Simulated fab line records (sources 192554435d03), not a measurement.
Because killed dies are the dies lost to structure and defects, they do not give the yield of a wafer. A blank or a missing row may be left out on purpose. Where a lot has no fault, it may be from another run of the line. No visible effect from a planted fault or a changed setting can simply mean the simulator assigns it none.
Split-lot trial	flow n5-finfet	21 wafers read from 7 lots, route of 1938 steps

== ON THE SPLIT ==
At N5_BEOL_M5_VIA_ETCH_34 (etches SiCOH lowk in C4F6/O2, target depth 88.3 nm, time 39.2 s), the setting bias-w was moved away from the recipe's 185 W on 7 of the 21 wafers read, by +6.8% to +14.7%. All remaining wafers had this setting at the recipe value.

The reading is taken at the split's own step.

== THE READING ==
rf-vpp-V, in V, at N5_BEOL_M5_VIA_ETCH_34 (etches SiCOH lowk in C4F6/O2, target depth 88.3 nm, time 39.2 s). Typical for fault-free wafers on this fab line: 670 V, with standard deviation 9.7 V.

wafer	tool, chamber at the split	bias-w as run, W	against the recipe	rf-vpp-V, V	against lot-mates on the recipe
L076.2	rie-diel-02, 3	185	recipe	662	-
L076.4	rie-diel-02, 2	212.2	+14.7%	768	+105
L076.5	rie-diel-02, 3	185	recipe	664	-
L078.4	rie-diel-05, 2	185	recipe	665	-
L078.5	rie-diel-05, 2	185	recipe	666	-
L078.6	rie-diel-05, 1	185	recipe	680	-
L080.2	rie-diel-05, 3	212.2	+14.7%	750	no lot-mate on the recipe
L080.3	rie-diel-05, 2	212.2	+14.7%	741	no lot-mate on the recipe
L080.4	rie-diel-05, 0	212.2	+14.7%	742	no lot-mate on the recipe
L088.1	rie-diel-02, 2	185	recipe	690	-
L088.2	rie-diel-02, 0	185	recipe	655	-
L088.4	rie-diel-02, 1	185	recipe	668	-
L087.1	rie-diel-02, 1	185	recipe	667	-
L087.2	rie-diel-02, 2	201.2	+8.8%	737	+76
L087.5	rie-diel-02, 0	185	recipe	656	-
L089.1	rie-diel-05, 0	185	recipe	667	-
L089.3	rie-diel-05, 2	185	recipe	666	-
L089.4	rie-diel-05, 3	185	recipe	671	-
L097.1	rie-diel-05, 3	197.5	+6.8%	709	+43
L097.3	rie-diel-05, 2	185	recipe	666	-
L097.5	rie-diel-05, 1	197.5	+6.8%	716	+50

THE FIT
A straight line over all 21 wafers: rf-vpp-V changes by +5.83 V for each +1% of bias-w; r = +0.96; the points scatter about the line by 10 V.
The same after taking each lot's own level away (the mean of its wafers on the recipe; 18 wafers): +7.37 V for each +1%; r = +0.97; scatter 8 V.
That fit puts the effect of the largest move of bias-w on the reading at 1.1e+02 V.
From 661.5 to 671.0 V: that is the span of the lots' own levels, equal to 1.0 times the standard deviation above.
Thus the slope moves with the lot-to-lot level: the two fits are different.
Check: with one of the wafers moved furthest among these (+14.7%) left out of the fit, the line predicts +113 V for it against its lot-mates. Against them it came out at +105 V.
Tool readings at the split's step, against how far the setting was moved: rf-vpp-V r = +0.96.

== ADDITIONAL SPLITS CARRIED BY THESE WAFERS ==
Other splits were also applied to these wafers ahead of the reading. Each is held against what the fit with the lots' levels taken away leaves over:
other split on the same wafers	wafers away from the commonest value	r with rf-vpp-V (lot level and that fit taken away)
N5_BEOL_M4_EXPOSE_08 dose-mj	7	-0.09

== THE FILE'S OWN FIT ==
rf-vpp-V changes by +7.44 V for each +1% of bias-w, r = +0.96.
